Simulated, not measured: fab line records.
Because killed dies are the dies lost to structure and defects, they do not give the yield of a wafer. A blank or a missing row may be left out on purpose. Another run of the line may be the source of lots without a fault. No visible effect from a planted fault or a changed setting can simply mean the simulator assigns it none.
Split-lot experiment / flow n5Finfet / on a route of 1938 steps: 7 lots, 21 wafers read

SPLIT DETAILS
At N5_BEOL_M0_TRENCH_ETCH_107 (etches SiOC in C4F6/O2, target depth 32.8 nm, time 16.4 s), the setting targetDepthA was moved away from the recipe's 328 angstrom on 8 of the 21 wafers read, by -6.2% to +10.0%. This setting was run at the recipe's value on the other wafers.

The split's own step is where the reading is taken.

THE READING
BEOL_M0.featureDepthNm (the simulator's own value, which no gauge read), in nm, at N5_BEOL_M0_TRENCH_ETCH_107 (etches SiOC in C4F6/O2, target depth 32.8 nm, time 16.4 s). The file gives no usual value for it. Average 32.6 nm, standard deviation 0.85 nm, over the 13 wafers here run with the recipe.

wafer=L076.1; tool, chamber at the split=rieDiel-04, 2; targetDepthA as run, angstrom=328; against the recipe=recipe; BEOL_M0.featureDepthNm, nm=31; against lot-mates on the recipe=-
wafer=L076.3; tool, chamber at the split=rieDiel-04, 1,3; targetDepthA as run, angstrom=328; against the recipe=recipe; BEOL_M0.featureDepthNm, nm=32.2; against lot-mates on the recipe=-
wafer=L076.5; tool, chamber at the split=rieDiel-04, 1,3; targetDepthA as run, angstrom=328; against the recipe=recipe; BEOL_M0.featureDepthNm, nm=32.2; against lot-mates on the recipe=-
wafer=L077.2; tool, chamber at the split=rieDiel-04, 0; targetDepthA as run, angstrom=328; against the recipe=recipe; BEOL_M0.featureDepthNm, nm=32.2; against lot-mates on the recipe=-
wafer=L077.3; tool, chamber at the split=rieDiel-04, 1; targetDepthA as run, angstrom=360.8; against the recipe=+10.0%; BEOL_M0.featureDepthNm, nm=35.8; against lot-mates on the recipe=+3.5
wafer=L077.4; tool, chamber at the split=rieDiel-04, 3; targetDepthA as run, angstrom=328; against the recipe=recipe; BEOL_M0.featureDepthNm, nm=32.4; against lot-mates on the recipe=-
wafer=L080.1; tool, chamber at the split=rieDiel-01, 1; targetDepthA as run, angstrom=328; against the recipe=recipe; BEOL_M0.featureDepthNm, nm=34.2; against lot-mates on the recipe=-
wafer=L080.3; tool, chamber at the split=rieDiel-01, 3; targetDepthA as run, angstrom=328; against the recipe=recipe; BEOL_M0.featureDepthNm, nm=33; against lot-mates on the recipe=-
wafer=L080.6; tool, chamber at the split=rieDiel-01, 1; targetDepthA as run, angstrom=328; against the recipe=recipe; BEOL_M0.featureDepthNm, nm=34; against lot-mates on the recipe=-
wafer=L085.1; tool, chamber at the split=rieDiel-01, 0,3; targetDepthA as run, angstrom=338.3; against the recipe=+3.1%; BEOL_M0.featureDepthNm, nm=33.8; against lot-mates on the recipe=+1.2
wafer=L085.3; tool, chamber at the split=rieDiel-01, 0,3; targetDepthA as run, angstrom=338.3; against the recipe=+3.1%; BEOL_M0.featureDepthNm, nm=33.8; against lot-mates on the recipe=+1.2
wafer=L085.6; tool, chamber at the split=rieDiel-01, 3; targetDepthA as run, angstrom=328; against the recipe=recipe; BEOL_M0.featureDepthNm, nm=32.6; against lot-mates on the recipe=-
wafer=L088.2; tool, chamber at the split=rieDiel-04, 0; targetDepthA as run, angstrom=307.6; against the recipe=-6.2%; BEOL_M0.featureDepthNm, nm=30.8; against lot-mates on the recipe=-0.8
wafer=L088.4; tool, chamber at the split=rieDiel-04, 3; targetDepthA as run, angstrom=307.6; against the recipe=-6.2%; BEOL_M0.featureDepthNm, nm=31; against lot-mates on the recipe=-0.6
wafer=L088.6; tool, chamber at the split=rieDiel-04, 2; targetDepthA as run, angstrom=328; against the recipe=recipe; BEOL_M0.featureDepthNm, nm=31.6; against lot-mates on the recipe=-
wafer=L093.3; tool, chamber at the split=rieDiel-06, 1; targetDepthA as run, angstrom=328; against the recipe=recipe; BEOL_M0.featureDepthNm, nm=32.8; against lot-mates on the recipe=-
wafer=L093.4; tool, chamber at the split=rieDiel-06, 3; targetDepthA as run, angstrom=328; against the recipe=recipe; BEOL_M0.featureDepthNm, nm=33; against lot-mates on the recipe=-
wafer=L093.6; tool, chamber at the split=rieDiel-06, 0; targetDepthA as run, angstrom=355.3; against the recipe=+8.3%; BEOL_M0.featureDepthNm, nm=34.8; against lot-mates on the recipe=+1.9
wafer=L095.1; tool, chamber at the split=rieDiel-06, 3; targetDepthA as run, angstrom=328; against the recipe=recipe; BEOL_M0.featureDepthNm, nm=33.2; against lot-mates on the recipe=-
wafer=L095.2; tool, chamber at the split=rieDiel-06, 1; targetDepthA as run, angstrom=349.9; against the recipe=+6.7%; BEOL_M0.featureDepthNm, nm=35.4; against lot-mates on the recipe=+2.2
wafer=L095.4; tool, chamber at the split=rieDiel-06, 0; targetDepthA as run, angstrom=349.9; against the recipe=+6.7%; BEOL_M0.featureDepthNm, nm=34.6; against lot-mates on the recipe=+1.4
Rows listing several chambers each stand for several wafers; the file does not say which wafer went through which chamber.

THE FIT
A straight line over all 21 wafers: BEOL_M0.featureDepthNm changes by +0.305 nm for each +1% of targetDepthA; r = +0.87; the points scatter about the line by 0.73 nm.
The same after taking each lot's own level away (the mean of its wafers on the recipe; 21 wafers): +0.243 nm for each +1%; r = +0.90; scatter 0.48 nm.
According to that fit, moving targetDepthA by its largest amount changes the reading by 2.4 nm.
The lots' own levels span 31.60 to 33.73 nm, that is 2.5 times the standard deviation above.
Hence the slope depends on the lot-to-lot level, as the two fits are not the same.
Check: for one of the wafers moved furthest among these (+10.0%), held out of the fit, the line's prediction against its lot-mates is +2.26 nm. Against them it came out at +3.5 nm.

THE OTHER SPLITS THESE WAFERS WENT THROUGH
These wafers also went through other splits before the reading. Each is held against what the fit with the lots' levels taken away leaves over:
other split on the same wafers=N5_BEOL_M0_SAQP_SPACER1_ALD_98 aldCycles; wafers away from the commonest value=7; r with BEOL_M0.featureDepthNm (lot level and that fit taken away)=-0.43

THE FILE'S OWN FIT
BEOL_M0.featureDepthNm changes by +0.27 nm for each +1% of targetDepthA, r = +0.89.
